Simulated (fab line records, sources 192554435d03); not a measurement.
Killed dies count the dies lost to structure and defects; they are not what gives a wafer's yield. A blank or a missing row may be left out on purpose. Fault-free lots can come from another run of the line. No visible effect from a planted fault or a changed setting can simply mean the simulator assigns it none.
fab line records | flow n5_finfet
record lots=7 | wafers=21
route steps=1938 shown BEOL_M4@1074 BEOL_M5@1116 BEOL_M6@1194 BEOL_M7@1308
start_h: hours from the record's opening day to when the first of the lot's shown wafers began | wait_h: hours elapsed since this lot's preceding step | " same as the row above | L1.1+2: a row that stands for several wafers | - no value, or no start given | * or withheld: withheld | < > ~ a bound
route shown NAME@n: names a module that has steps shown in the file, with the first one's number in the route | usual: mean/standard deviation of fault-free wafers | same: alike in all rows | chamber/n: place in a boat | sites: per-site readings | _std_site: standard deviation across them | _edge_site: mean of outer sites minus mean of inner sites | radius_mm: for every site, how far away it sits from the centre of the wafer | mask NAME#n: copy n | behind: the tool/chamber that last shaped the wafer | hold: the reason the lot was held/the length of the hold in hours/how it ended | device: the transistor (n, p or np) that didn't switch | end of line: at the end of the route, the tests of the same wafers | step lacking rows: just its recipe | killed: dies lost to structure and defects at the first sort, not the wafer's yield | map: dies across one wafer; x = killed, . = not, _ = none there
set.NAME: the setting the step ran with; set.NAME@STEP: the setting that earlier step ran with | model.NAME: the simulator's own value behind a step, which no gauge read
one table per step and one row per wafer, for lots whose settings were changed on purpose
## steps
# step N5_BEOL_M4_HM_STRIP_39
# recipe chemistry=peroxide_tin_strip | material=TiN | target_depth_a=250 | temp_c=50 | time_s=158
lot.wafer  | tool         | chamber | start_h | wait_h | set.time_s
L076.4+5+6 | -            | -       | -       | 0.0    | 158
L079.2+3+4 | -            | -       | -       | 0.0    | 191.3
L080.1+3+6 | -            | -       | -       | 0.0    | 124.5
L084.1+2+4 | -            | -       | -       | 0.0    | 191.6
L088.3+4+5 | -            | -       | -       | 0.0    | 129.8
L087.2+3+4 | wet_bench-04 | 4,2,0   | 279.45  | 0.0    | 158
L092.1+2+3 | -            | -       | -       | 0.1    | 158
# step N5_BEOL_M4_SRD_40
# recipe time_s=30 | temp_c=23 | rinse_liquid=diw | dry=ipa_marangoni
# step N5_BEOL_M4_PRECLEAN_42
# recipe chemistry=residue_remover | time_s=60 | temp_c=40
# step N5_BEOL_M4_SRD_43
# recipe time_s=30 | temp_c=23 | rinse_liquid=diw | dry=ipa_marangoni
# step N5_BEOL_M4_CD_MEAS_35
# recipe target_cd_nm=18 | target_cd_y_nm=22.4 | polarity=opening
# usual cd_nm=17.8/0.31
lot.wafer | tool      | chamber | start_h | wait_h | set.dose_mj@BEOL_M4_EXPOSE_08 | cd_nm
L076.4    | cd_sem-03 | -       | 197.70  | 0.0    | 41.25                         | 17.8
L076.5    | "         | -       | "       | "      | 38.95                         | 17.2
L076.6    | "         | -       | "       | "      | 38.95                         | 16.7
L079.2    | cd_sem-03 | -       | 220.38  | 0.0    | 43.07                         | 18.5
L079.3    | "         | -       | "       | "      | 41.25                         | 17.7
L079.4    | "         | -       | "       | "      | 41.25                         | 17.6
L080.1    | cd_sem-03 | -       | 226.96  | 0.0    | 41.25                         | 17.8
L080.3    | "         | -       | "       | "      | 39.92                         | 17.4
L080.6    | "         | -       | "       | "      | 39.92                         | 17.5
L084.1    | cd_sem-01 | -       | 246.48  | 0.0    | 38.3                          | 16.5
L084.2    | "         | -       | "       | "      | 41.25                         | 17.5
L084.4    | "         | -       | "       | "      | 38.3                          | 15.9
L088.3    | cd_sem-01 | -       | 277.87  | 0.0    | 43.61                         | 18.9
L088.4    | "         | -       | "       | "      | 43.61                         | 18.9
L088.5    | "         | -       | "       | "      | 41.25                         | 17.4
L087.2    | cd_sem-03 | -       | 279.57  | 0.0    | 41.25                         | 18.4
L087.3    | "         | -       | "       | "      | 41.25                         | 17.6
L087.4    | "         | -       | "       | "      | 41.25                         | 17.9
L092.1    | cd_sem-03 | -       | 302.41  | 0.0    | 42.3                          | 19.0
L092.2    | "         | -       | "       | "      | 41.25                         | 18.5
L092.3    | "         | -       | "       | "      | 41.25                         | 18.2
# step N5_BEOL_M5_HM_DEP_02
# recipe material=TiN | target_thk_a=200 | temp_c=25 | chamber_pressure_pa=0.49996
lot.wafer | tool           | chamber | start_h | wait_h | set.target_thk_a | model.TiN_of_BEOL_M5_HM_DEP_02.thk_nm
L076.4    | pvd_sputter-03 | -       | 204.99  | 1.3    | 200              | 20
L076.5+6  | "              | -       | "       | "      | 178.4            | 17.8
L079.2    | pvd_sputter-03 | -       | 229.80  | 2.2    | 175.2            | 17.6
L079.3    | "              | -       | "       | "      | 175.2            | 17.8
L079.4    | "              | -       | "       | "      | 200              | 20.4
L080.1+6  | pvd_sputter-02 | -       | 236.44  | 1.7    | 200              | 20
L080.3    | "              | -       | "       | "      | 200              | 19.8
L084.1    | pvd_sputter-01 | -       | 254.02  | 1.3    | 182.4            | 18.6
L084.2    | "              | -       | "       | "      | 200              | 19.8
L084.4    | "              | -       | "       | "      | 182.4            | 18.2
L088.3    | pvd_sputter-01 | -       | 285.25  | 1.4    | 200              | 19.6
L088.4    | "              | -       | "       | "      | 200              | 19.8
L088.5    | "              | -       | "       | "      | 226.3            | 22.2
L087.2    | pvd_sputter-02 | -       | 288.20  | 0.4    | 200              | 19.6
L087.3    | "              | -       | "       | "      | 200              | 19.8
L087.4    | "              | -       | "       | "      | 200              | 20
L092.1    | pvd_sputter-02 | -       | 310.33  | 1.9    | 200              | 19.8
L092.2    | "              | -       | "       | "      | 179.1            | 17.4
L092.3    | "              | -       | "       | "      | 179.1            | 18.2
# step N5_BEOL_M5_COAT_59
# recipe resist=SOC | temp_c=250 | time_s=60 | spin_rpm=1500 | resist_thk_nm=60
lot.wafer  | tool           | chamber | start_h | wait_h | set.temp_c
L076.4     | litho_track-01 | 0       | 205.12  | 0.1    | 250
L076.5+6   | "              | 0       | "       | "      | 254.1
L079.2+3+4 | litho_track-04 | 0       | 229.92  | 0.1    | 250
L080.1+3   | litho_track-02 | 0       | 236.56  | 0.1    | 240.6
L080.6     | "              | 0       | "       | "      | 250
L084.1+2   | litho_track-01 | 0       | 254.14  | 0.1    | 250
L084.4     | "              | 0       | "       | "      | 242.2
L088.3     | litho_track-04 | 0       | 285.37  | 0.1    | 252.9
L088.4+5   | "              | 0       | "       | "      | 250
L087.2+3+4 | litho_track-01 | 0       | 288.33  | 0.1    | 250
L092.1+3   | litho_track-01 | 0       | 310.46  | 0.1    | 250
L092.2     | "              | 0       | "       | "      | 260
# step N5_BEOL_M5_COAT_60
# recipe resist=SiARC | temp_c=220 | time_s=60 | spin_rpm=1500 | resist_thk_nm=12
# step N5_BEOL_M5_COAT_71
# recipe resist=underlayer | temp_c=205 | time_s=60 | spin_rpm=1500 | resist_thk_nm=5
# step N5_BEOL_M5_STRIP_73
# recipe chemistry=N2/H2 | temp_c=40 | n2_flow_sccm=200 | h2_flow_sccm=200 | rf_frequency_hz=6e+07
# step N5_BEOL_M5_STRIP_64
# recipe chemistry=CF4 | resist=SiARC | power_w=300 | bias_power_w=75 | pressure_mtorr=50 | cf4_flow_sccm=150 | rf_frequency_hz=6e+07
# step N5_BEOL_M5_HM_OPEN_17
# recipe chemistry=Cl2/BCl3 | target_depth_a=200 | overetch_a=60 | target=TiN | mask_material=SOC | ion_energy_ev=150 | pressure_mtorr=10 | icp_w=1000 | bias_w=126 | Cl2_flow_sccm=53.25 | bcl3_flow_sccm=21.75 | Ar_flow_sccm=25
lot.wafer | tool         | chamber | start_h | wait_h | set.target_thk_a@BEOL_M5_HM_DEP_02 | model.etch.depth_nm
L076.4    | rie_metal-03 | 1       | 205.91  | 0.1    | 200                                | 19.98
L076.5    | "            | 1       | "       | "      | 178.4                              | 17.75
L076.6    | "            | 0       | "       | "      | 178.4                              | 17.88
L079.2    | rie_metal-01 | 1       | 230.56  | 0.0    | 175.2                              | 17.65
L079.3    | "            | 0       | "       | "      | 175.2                              | 17.77
L079.4    | "            | 1       | "       | "      | 200                                | 20.37
L080.1    | rie_metal-03 | 1       | 237.56  | 0.0    | 200                                | 20.04
L080.3    | "            | 0       | "       | "      | 200                                | 19.8
L080.6    | "            | 0       | "       | "      | 200                                | 19.99
L084.1    | rie_metal-02 | 0       | 254.91  | 0.0    | 182.4                              | 18.55
L084.2    | "            | 1       | "       | "      | 200                                | 19.82
L084.4    | "            | 1       | "       | "      | 182.4                              | 18.23
L088.3    | rie_metal-01 | 1       | 286.12  | 0.1    | 200                                | 19.5
L088.4    | "            | 0       | "       | "      | 200                                | 19.82
L088.5    | "            | 0       | "       | "      | 226.3                              | 22.28
L087.2    | rie_metal-02 | 0       | 288.98  | 0.0    | 200                                | 19.51
L087.3    | "            | 1       | "       | "      | 200                                | 19.85
L087.4    | "            | 0       | "       | "      | 200                                | 19.9
L092.1    | rie_metal-02 | 1       | 311.49  | 0.0    | 200                                | 19.89
L092.2    | "            | 0       | "       | "      | 179.1                              | 17.41
L092.3    | "            | 0       | "       | "      | 179.1                              | 18.16
# step N5_BEOL_M6_ILD_DEP_00
# recipe material=SiCOH_lowk | target_thk_a=1797.5 | temp_c=300 | precursor=DEMS/porogen | pressure_torr=5 | rf_w=500 | time_s=33.4
lot.wafer | tool     | chamber | start_h | wait_h | set.time_s | model.SiCOH_lowk_of_BEOL_M6_ILD_DEP_00.thk_nm
L076.4    | pecvd-03 | 0       | 215.39  | 0.1    | 35.67      | 192.4
L076.5    | "        | 1       | "       | "      | 35.67      | 194.8
L076.6    | "        | 2       | "       | "      | 33.4       | 185.6
L079.2    | pecvd-03 | 0       | 241.86  | 0.0    | 33.4       | 177.6
L079.3    | "        | 2       | "       | "      | 33.4       | 179.4
L079.4    | "        | 0       | "       | "      | 38.26      | 208
L080.1    | pecvd-03 | 1       | 248.66  | 0.0    | 30.79      | 164.6
L080.3    | "        | 2       | "       | "      | 33.4       | 176.8
L080.6    | "        | 2       | "       | "      | 30.79      | 166.6
L084.1    | pecvd-03 | 2       | 264.66  | 0.0    | 33.4       | 180.4
L084.2    | "        | 0       | "       | "      | 35.97      | 194.4
L084.4    | "        | 1       | "       | "      | 35.97      | 197
L088.3    | pecvd-01 | 2       | 294.46  | 0.0    | 37.34      | 195
L088.4    | "        | 0       | "       | "      | 33.4       | 177.4
L088.5    | "        | 1       | "       | "      | 37.34      | 201
L087.2    | pecvd-03 | 0       | 299.11  | 0.0    | 33.4       | 175.8
L087.3    | "        | 1       | "       | "      | 33.4       | 176.8
L087.4    | "        | 1       | "       | "      | 33.4       | 180.4
L092.1    | pecvd-01 | 2       | 321.53  | 0.0    | 30.41      | 164.4
L092.2    | "        | 1       | "       | "      | 30.41      | 167
L092.3    | "        | 0       | "       | "      | 33.4       | 177
# step N5_BEOL_M6_CURE_74
# recipe temp_c=385 | time_s=240 | ambient=He/Ar | material=SiCOH_lowk
lot.wafer | tool       | chamber | start_h | wait_h | set.time_s@BEOL_M6_ILD_DEP_00 | model.SiCOH_lowk_of_BEOL_M6_ILD_DEP_00.thk_nm
L076.4    | uv_cure-02 | 0       | 215.67  | 0.3    | 35.67                         | 166
L076.5    | "          | 0       | "       | "      | 35.67                         | 168.2
L076.6    | "          | 0       | "       | "      | 33.4                          | 160
L079.2    | uv_cure-01 | 1       | 242.00  | 0.1    | 33.4                          | 153
L079.3    | "          | 1       | "       | "      | 33.4                          | 154.8
L079.4    | "          | 1       | "       | "      | 38.26                         | 179.8
L080.1    | uv_cure-02 | 2       | 249.80  | 1.1    | 30.79                         | 141.8
L080.3    | "          | 2       | "       | "      | 33.4                          | 152.4
L080.6    | "          | 2       | "       | "      | 30.79                         | 143.4
L084.1    | uv_cure-01 | 0       | 264.74  | 0.1    | 33.4                          | 155.6
L084.2    | "          | 0       | "       | "      | 35.97                         | 167.8
L084.4    | "          | 0       | "       | "      | 35.97                         | 170
L088.3    | uv_cure-01 | 2       | 294.69  | 0.2    | 37.34                         | 168.4
L088.4    | "          | 2       | "       | "      | 33.4                          | 153
L088.5    | "          | 2       | "       | "      | 37.34                         | 173.6
L087.2    | uv_cure-01 | 0       | 299.26  | 0.1    | 33.4                          | 151.6
L087.3    | "          | 0       | "       | "      | 33.4                          | 152.4
L087.4    | "          | 0       | "       | "      | 33.4                          | 155.6
L092.1    | uv_cure-02 | 1       | 321.59  | 0.0    | 30.41                         | 141.6
L092.2    | "          | 1       | "       | "      | 30.41                         | 143.8
L092.3    | "          | 1       | "       | "      | 33.4                          | 152.6
# step N5_BEOL_M6_THK_MEAS_01
# recipe reads=SiCOH_lowk_of_BEOL_M6_ILD_DEP_00
# usual M6_ILD_THK=154.3/2
lot.wafer | tool          | chamber | start_h | wait_h | set.time_s@BEOL_M6_ILD_DEP_00 | M6_ILD_THK[nm]
L076.4    | film_metro-02 | -       | 215.95  | 0.2    | 35.67                         | 165.9
L076.5    | "             | -       | "       | "      | 35.67                         | 168.2
L076.6    | "             | -       | "       | "      | 33.4                          | 160.1
L079.2    | film_metro-01 | -       | 242.43  | 0.4    | 33.4                          | 153.0
L079.3    | "             | -       | "       | "      | 33.4                          | 154.8
L079.4    | "             | -       | "       | "      | 38.26                         | 179.6
L080.1    | film_metro-02 | -       | 250.31  | 0.4    | 30.79                         | 141.9
L080.3    | "             | -       | "       | "      | 33.4                          | 152.4
L080.6    | "             | -       | "       | "      | 30.79                         | 143.5
L084.1    | film_metro-02 | -       | 265.25  | 0.4    | 33.4                          | 155.5
L084.2    | "             | -       | "       | "      | 35.97                         | 167.7
L084.4    | "             | -       | "       | "      | 35.97                         | 170.0
L088.3    | film_metro-01 | -       | 295.04  | 0.3    | 37.34                         | 168.4
L088.4    | "             | -       | "       | "      | 33.4                          | 153.1
L088.5    | "             | -       | "       | "      | 37.34                         | 173.7
L087.2    | film_metro-02 | -       | 299.69  | 0.4    | 33.4                          | 151.7
L087.3    | "             | -       | "       | "      | 33.4                          | 152.5
L087.4    | "             | -       | "       | "      | 33.4                          | 155.6
L092.1    | film_metro-01 | -       | 322.11  | 0.4    | 30.41                         | 141.5
L092.2    | "             | -       | "       | "      | 30.41                         | 143.8
L092.3    | "             | -       | "       | "      | 33.4                          | 152.7
# step N5_BEOL_M6_HM_DEP_02
# recipe material=TiN | target_thk_a=200 | temp_c=25 | chamber_pressure_pa=0.49996
lot.wafer | tool           | chamber | start_h | wait_h | set.target_thk_a | model.TiN_of_BEOL_M6_HM_DEP_02.thk_nm
L076.4+5  | pvd_sputter-01 | -       | 218.72  | 2.7    | 200              | 20.2
L076.6    | "              | -       | "       | "      | 200              | 20
L079.2    | pvd_sputter-03 | -       | 243.76  | 1.3    | 213              | 21.4
L079.3    | "              | -       | "       | "      | 200              | 19.8
L079.4    | "              | -       | "       | "      | 200              | 20
L080.1    | pvd_sputter-03 | -       | 251.07  | 0.7    | 200              | 19.8
L080.3    | "              | -       | "       | "      | 200              | 20.2
L080.6    | "              | -       | "       | "      | 200              | 20
L084.1    | pvd_sputter-03 | -       | 265.37  | 0.1    | 200              | 19.6
L084.2    | "              | -       | "       | "      | 200              | 19.8
L084.4    | "              | -       | "       | "      | 219.5            | 21.8
L088.3    | pvd_sputter-02 | -       | 298.12  | 3.0    | 200              | 20
L088.4    | "              | -       | "       | "      | 211.4            | 21.4
L088.5    | "              | -       | "       | "      | 200              | 20.4
L087.2+4  | pvd_sputter-02 | -       | 301.80  | 2.1    | 200              | 20
L087.3    | "              | -       | "       | "      | 200              | 19.8
L092.1    | pvd_sputter-01 | -       | 322.86  | 0.7    | 200              | 20.2
L092.2    | "              | -       | "       | "      | 225.8            | 22.4
L092.3    | "              | -       | "       | "      | 200              | 19.8
# step N5_BEOL_M6_COAT_59
# recipe resist=SOC | temp_c=250 | time_s=60 | spin_rpm=1500 | resist_thk_nm=100
# step N5_BEOL_M6_COAT_60
# recipe resist=SiARC | temp_c=220 | time_s=60 | spin_rpm=1500 | resist_thk_nm=35
# step N5_BEOL_M6_STRIP_68
# recipe chemistry=N2/H2 | temp_c=40 | n2_flow_sccm=200 | h2_flow_sccm=200 | rf_frequency_hz=6e+07
# step N5_BEOL_M6_STRIP_67
# recipe chemistry=CF4 | resist=SiARC | power_w=300 | bias_power_w=75 | pressure_mtorr=50 | cf4_flow_sccm=150 | rf_frequency_hz=6e+07
# step N5_BEOL_M6_HM_OPEN_17
# recipe chemistry=Cl2/BCl3 | target_depth_a=200 | overetch_a=60 | target=TiN | mask_material=SOC | ion_energy_ev=150 | pressure_mtorr=10 | icp_w=1000 | bias_w=126 | Cl2_flow_sccm=53.25 | bcl3_flow_sccm=21.75 | Ar_flow_sccm=25
lot.wafer | tool         | chamber | start_h | wait_h | set.target_thk_a@BEOL_M6_HM_DEP_02 | model.etch.depth_nm
L076.4    | rie_metal-01 | 1       | 219.55  | 0.1    | 200                                | 20.11
L076.5    | "            | 1       | "       | "      | 200                                | 20.27
L076.6    | "            | 1       | "       | "      | 200                                | 20.09
L079.2    | rie_metal-02 | 0       | 244.74  | 0.0    | 213                                | 21.47
L079.3    | "            | 1       | "       | "      | 200                                | 19.77
L079.4    | "            | 0       | "       | "      | 200                                | 19.95
L080.1    | rie_metal-02 | 0       | 251.93  | 0.0    | 200                                | 19.85
L080.3    | "            | 0       | "       | "      | 200                                | 20.21
L080.6    | "            | 0       | "       | "      | 200                                | 20.06
L084.1    | rie_metal-01 | 1       | 266.24  | 0.0    | 200                                | 19.7
L084.2    | "            | 0       | "       | "      | 200                                | 19.88
L084.4    | "            | 1       | "       | "      | 219.5                              | 21.7
L088.3    | rie_metal-02 | 0       | 299.01  | 0.1    | 200                                | 20.1
L088.4    | "            | 1       | "       | "      | 211.4                              | 21.37
L088.5    | "            | 1       | "       | "      | 200                                | 20.34
L087.2    | rie_metal-02 | 1       | 302.66  | 0.0    | 200                                | 19.92
L087.3    | "            | 0       | "       | "      | 200                                | 19.87
L087.4    | "            | 1       | "       | "      | 200                                | 19.98
L092.1    | rie_metal-01 | 0       | 323.74  | 0.0    | 200                                | 20.23
L092.2    | "            | 1       | "       | "      | 225.8                              | 22.38
L092.3    | "            | 1       | "       | "      | 200                                | 19.84
# step N5_BEOL_M7_TRENCH_ETCH_37
# recipe chemistry=C4F6/O2 | target_depth_a=934.78 | target=SiCOH_lowk | time_s=31.2 | ion_energy_ev=250 | pressure_mtorr=30 | source_w=345 | bias_w=185 | Ar_flow_sccm=300 | C4F6_flow_sccm=10 | O2_flow_sccm=10
# usual rf_vpp_V=667/7.8
lot.wafer | tool        | chamber | start_h | wait_h | set.source_w | rf_vpp_V | model.BEOL_M7.feature_depth_nm | model.etch.depth_nm
L076.4    | rie_diel-02 | 3       | -       | -      | 345          | 658      | 91                             | 91.01
L076.5    | "           | 1       | "       | "      | 345          | 673      | 91.4                           | 91.44
L076.6    | "           | 0       | "       | "      | 345          | 664      | 92.8                           | 92.75
L079.2    | rie_diel-01 | 0       | -       | -      | 392.1        | 629      | 97                             | 96.97
L079.3    | "           | 1       | "       | "      | 392.1        | 630      | 95.8                           | 95.83
L079.4    | "           | 3       | "       | "      | 345          | 654      | 91.4                           | 91.44
L080.1    | rie_diel-06 | 3       | -       | -      | 345          | 656      | 90                             | 90.04
L080.3    | "           | 1       | "       | "      | 287.9        | 745      | 86.2                           | 86.17
L080.6    | "           | 0       | "       | "      | 287.9        | 731      | 87.6                           | 87.62
L084.1    | rie_diel-06 | 0       | -       | -      | 345          | 666      | 93                             | 93.02
L084.2    | "           | 1       | "       | "      | 391.9        | 635      | 97.8                           | 97.73
L084.4    | "           | 1       | "       | "      | 391.9        | 638      | 98.2                           | 98.18
L087.2    | rie_diel-06 | 1       | -       | -      | 345          | 680      | 90.8                           | 90.88
L087.3    | "           | 2       | "       | "      | 345          | 676      | 89.6                           | 89.54
L087.4    | "           | 0       | "       | "      | 345          | 666      | 93.2                           | 93.28
L088.3    | rie_diel-01 | 0       | -       | -      | 285.4        | 739      | 86.8                           | 86.74
L088.4    | "           | 3       | "       | "      | 345          | 654      | 95.2                           | 95.27
L088.5    | "           | 2       | "       | "      | 345          | 673      | 92.4                           | 92.45
L092.1    | rie_diel-02 | 2       | -       | -      | 402.2        | 610      | 99.6                           | 99.56
L092.2    | "           | 0       | "       | "      | 345          | 663      | 93.8                           | 93.76
L092.3    | "           | 3       | "       | "      | 402.2        | 610      | 97.6                           | 97.53
# step N5_BEOL_M7_ETCH_41
# recipe chemistry=CH3F/O2 | target=SiCN | target_depth_a=319 | taper_deg=2 | time_s=57.8 | ion_energy_ev=120 | mask_material=TiN | pressure_mtorr=30 | source_w=395 | bias_w=75 | Ar_flow_sccm=150 | CH3F_flow_sccm=30 | O2_flow_sccm=20
lot.wafer  | tool        | chamber | start_h | wait_h | set.source_w
L076.4+5+6 | rie_diel-02 | 3,1,0   | -       | -      | 395
L079.2+3+4 | rie_diel-01 | 0,1,3   | -       | -      | 395
L080.1+3+6 | rie_diel-06 | 3,1,0   | -       | -      | 395
L084.1+2+4 | rie_diel-06 | 0,1,1   | -       | -      | 395
L087.2+3+4 | rie_diel-06 | 1,2,0   | -       | -      | 395
L088.3+4+5 | rie_diel-01 | 0,3,2   | -       | -      | 395
L092.1+2+3 | rie_diel-02 | 2,0,3   | -       | -      | 395
# step N5_BEOL_M7_STRIP_80
# recipe chemistry=N2/H2 | time_s=10 | power_w=450 | temp_c=40 | pressure_mtorr=20 | rf_frequency_hz=6e+07 | bias_power_w=7 | n2_flow_sccm=200 | h2_flow_sccm=200
# step N5_BEOL_M7_OCD_MEAS_38
# usual trench_depth_nm=92.3/1.5
lot.wafer | tool   | chamber | start_h | wait_h | set.source_w@BEOL_M7_TRENCH_ETCH_37 | trench_depth_nm
L076.4    | ocd-02 | -       | 231.99  | -      | 345                                 | 91.1
L076.5    | "      | -       | "       | "      | 345                                 | 91.6
L076.6    | "      | -       | "       | "      | 345                                 | 92.7
L079.2    | ocd-02 | -       | 254.57  | -      | 392.1                               | 96.4
L079.3    | "      | -       | "       | "      | 392.1                               | 95.9
L079.4    | "      | -       | "       | "      | 345                                 | 90.8
L080.1    | ocd-01 | -       | 264.99  | -      | 345                                 | 90.3
L080.3    | "      | -       | "       | "      | 287.9                               | 86.2
L080.6    | "      | -       | "       | "      | 287.9                               | 87.1
L084.1    | ocd-02 | -       | 276.74  | -      | 345                                 | 92.7
L084.2    | "      | -       | "       | "      | 391.9                               | 97.4
L084.4    | "      | -       | "       | "      | 391.9                               | 98.4
L087.2    | ocd-01 | -       | 310.89  | -      | 345                                 | 90.7
L087.3    | "      | -       | "       | "      | 345                                 | 89.7
L087.4    | "      | -       | "       | "      | 345                                 | 93.6
L088.3    | ocd-01 | -       | 311.43  | -      | 285.4                               | 86.4
L088.4    | "      | -       | "       | "      | 345                                 | 95.4
L088.5    | "      | -       | "       | "      | 345                                 | 92.6
L092.1    | ocd-01 | -       | 335.19  | -      | 402.2                               | 99.5
L092.2    | "      | -       | "       | "      | 345                                 | 93.9
L092.3    | "      | -       | "       | "      | 402.2                               | 97.5
# step N5_BEOL_M7_HM_STRIP_39
# recipe chemistry=peroxide_tin_strip | material=TiN | target_depth_a=250 | temp_c=50 | time_s=158
# step N5_BEOL_M7_SRD_40
# recipe time_s=30 | temp_c=23 | rinse_liquid=diw | dry=ipa_marangoni
# step N5_BEOL_M7_ECD_50
# recipe material=Cu | target_thk_a=3000
# step N5_BEOL_M7_ANNEAL_51
# recipe temp_c=225 | time_s=90 | ambient=N2
# step N5_BEOL_M7_CMP_52
# recipe stop_on=SiCOH_lowk | t_overpolish_s=6.9 | down_force_psi=1 | platen_rpm=50 | clearing_platen_down_force_psi=1.5 | clearing_platen_rpm=50 | post_cmp_clean=cu_alkaline | target_thk_nm=80 | clearing_platen_pad_velocity_m_s=0.99484 | pad_velocity_m_s=0.99484
lot.wafer | tool   | chamber | start_h | wait_h | set.source_w@BEOL_M7_TRENCH_ETCH_37 | model.Cu_of_BEOL_M7_ECD_50.thk_nm
L076.4    | cmp-04 | 1       | 234.28  | 0.2    | 345                                 | 78.4
L076.5    | "      | 0       | "       | "      | 345                                 | 78.6
L076.6    | "      | 1       | "       | "      | 345                                 | 80
L079.3    | cmp-01 | 3       | 257.59  | 0.2    | 392.1                               | 81.4
L079.4    | "      | 0       | "       | "      | 345                                 | 77.8
L079.2    | "      | 1       | "       | "      | 392.1                               | 84.4
L080.3+6  | cmp-01 | 3       | 268.65  | 0.2    | 287.9                               | 72.6
L080.1    | "      | 0       | "       | "      | 345                                 | 77.6
L084.1    | cmp-01 | 0       | 280.47  | 0.3    | 345                                 | 79.2
L084.2    | "      | 1       | "       | "      | 391.9                               | 83
L084.4    | "      | 2       | "       | "      | 391.9                               | 86.2
L087.2    | cmp-01 | 1       | 312.83  | 0.2    | 345                                 | 77.8
L087.3    | "      | 2       | "       | "      | 345                                 | 76.6
L087.4    | "      | 0       | "       | "      | 345                                 | 79
L088.3    | cmp-03 | 1       | 313.49  | 0.2    | 285.4                               | 75
L088.4    | "      | 0       | "       | "      | 345                                 | 80.8
L088.5    | "      | 1       | "       | "      | 345                                 | 78.6
L092.3    | cmp-04 | 0       | 341.78  | 0.2    | 402.2                               | 84.4
L092.2    | "      | 1       | "       | "      | 345                                 | 80.4
L092.1    | "      | 2       | "       | "      | 402.2                               | 87.2
# step N5_BEOL_M7_PRE_CLEAN_55
# recipe gas=NH3 | time_s=15 | temp_c=withheld | rf_power_w=300
# step N5_BEOL_M7_DEP_56
# recipe material=SiCN | target_thk_a=100 | temp_c=withheld | precursor=3MS/NH3 | pressure_torr=3 | rf_w=202 | time_s=17.5
# step N5_BEOL_M7_RS_MEAS_57
# recipe thk_meas_gauge=four-point-probe | reads=Cu_of_BEOL_M7_ECD_50+Co_of_BEOL_M7_CVD_78+TaN_of_BEOL_M7_ALD_77
# usual M7_RS=0.292/0.0077
lot.wafer | tool          | chamber | start_h | wait_h | set.source_w@BEOL_M7_TRENCH_ETCH_37 | M7_RS[ohm/sq]
L076.4    | film_metro-01 | -       | 234.67  | 0.0    | 345                                 | 0.293
L076.5    | "             | -       | "       | "      | 345                                 | 0.292
L076.6    | "             | -       | "       | "      | 345                                 | 0.286
L079.2    | film_metro-01 | -       | 257.97  | 0.1    | 392.1                               | 0.269
L079.3    | "             | -       | "       | "      | 392.1                               | 0.280
L079.4    | "             | -       | "       | "      | 345                                 | 0.295
L080.1    | film_metro-01 | -       | 269.07  | 0.1    | 345                                 | 0.297
L080.3    | "             | -       | "       | "      | 287.9                               | 0.320
L080.6    | "             | -       | "       | "      | 287.9                               | 0.321
L084.1    | film_metro-02 | -       | 280.86  | 0.1    | 345                                 | 0.289
L084.2    | "             | -       | "       | "      | 391.9                               | 0.274
L084.4    | "             | -       | "       | "      | 391.9                               | 0.262
L087.2    | film_metro-01 | -       | 313.26  | 0.1    | 345                                 | 0.296
L087.3    | "             | -       | "       | "      | 345                                 | 0.300
L087.4    | "             | -       | "       | "      | 345                                 | 0.290
L088.3    | film_metro-01 | -       | 313.92  | 0.1    | 285.4                               | 0.309
L088.4    | "             | -       | "       | "      | 345                                 | 0.283
L088.5    | "             | -       | "       | "      | 345                                 | 0.292
L092.1    | film_metro-02 | -       | 342.21  | 0.1    | 402.2                               | 0.258
L092.2    | "             | -       | "       | "      | 345                                 | 0.284
L092.3    | "             | -       | "       | "      | 402.2                               | 0.268
## key
split step=N5_BEOL_M4_HM_STRIP_39 | setting=time_s | stated=158 | by=lot
response none clear
split step=N5_BEOL_M5_HM_DEP_02 | setting=target_thk_a | stated=200 | by=wafer
response step=N5_BEOL_M5_HM_DEP_02 | reading=model.TiN_of_BEOL_M5_HM_DEP_02.thk_nm | change=+0.196 | per=1% | r=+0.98
response step=N5_BEOL_M5_HM_OPEN_17 | reading=model.etch.depth_nm | change=+0.199 | per=1% | r=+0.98
split step=N5_BEOL_M5_COAT_59 | setting=temp_c | stated=250 | by=wafer
response none clear
split step=N5_BEOL_M6_ILD_DEP_00 | setting=time_s | stated=33.4 | by=wafer
response step=N5_BEOL_M6_ILD_DEP_00 | reading=model.SiCOH_lowk_of_BEOL_M6_ILD_DEP_00.thk_nm | change=+1.73 | per=1% | r=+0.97
response step=N5_BEOL_M6_CURE_74 | reading=model.SiCOH_lowk_of_BEOL_M6_ILD_DEP_00.thk_nm | change=+1.51 | per=1% | r=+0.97
response step=N5_BEOL_M6_THK_MEAS_01 | reading=M6_ILD_THK | change=+1.51 | per=1% | r=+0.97
split step=N5_BEOL_M6_HM_DEP_02 | setting=target_thk_a | stated=200 | by=wafer
response step=N5_BEOL_M6_HM_DEP_02 | reading=model.TiN_of_BEOL_M6_HM_DEP_02.thk_nm | change=+0.202 | per=1% | r=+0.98
response step=N5_BEOL_M6_HM_OPEN_17 | reading=model.etch.depth_nm | change=+0.196 | per=1% | r=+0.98
split step=N5_BEOL_M7_TRENCH_ETCH_37 | setting=source_w | stated=345 | by=wafer
response step=N5_BEOL_M7_TRENCH_ETCH_37 | reading=rf_vpp_V | change=-3.52 | per=1% | r=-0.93
response step=N5_BEOL_M7_TRENCH_ETCH_37 | reading=model.BEOL_M7.feature_depth_nm | change=+0.318 | per=1% | r=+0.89
response step=N5_BEOL_M7_TRENCH_ETCH_37 | reading=model.etch.depth_nm | change=+0.32 | per=1% | r=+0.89
response step=N5_BEOL_M7_OCD_MEAS_38 | reading=trench_depth_nm | change=+0.336 | per=1% | r=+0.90
response step=N5_BEOL_M7_CMP_52 | reading=model.Cu_of_BEOL_M7_ECD_50.thk_nm | change=+0.325 | per=1% | r=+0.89
response step=N5_BEOL_M7_RS_MEAS_57 | reading=M7_RS | change=-0.00138 | per=1% | r=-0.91
split step=N5_BEOL_M7_ETCH_41 | setting=source_w | stated=395 | by=lot
response none clear
split outside_this_file step=N5_BEOL_M4_EXPOSE_08 setting=dose_mj
# split outside_this_file: this setting was split too, and the file shows its column; the key of that split is in another file
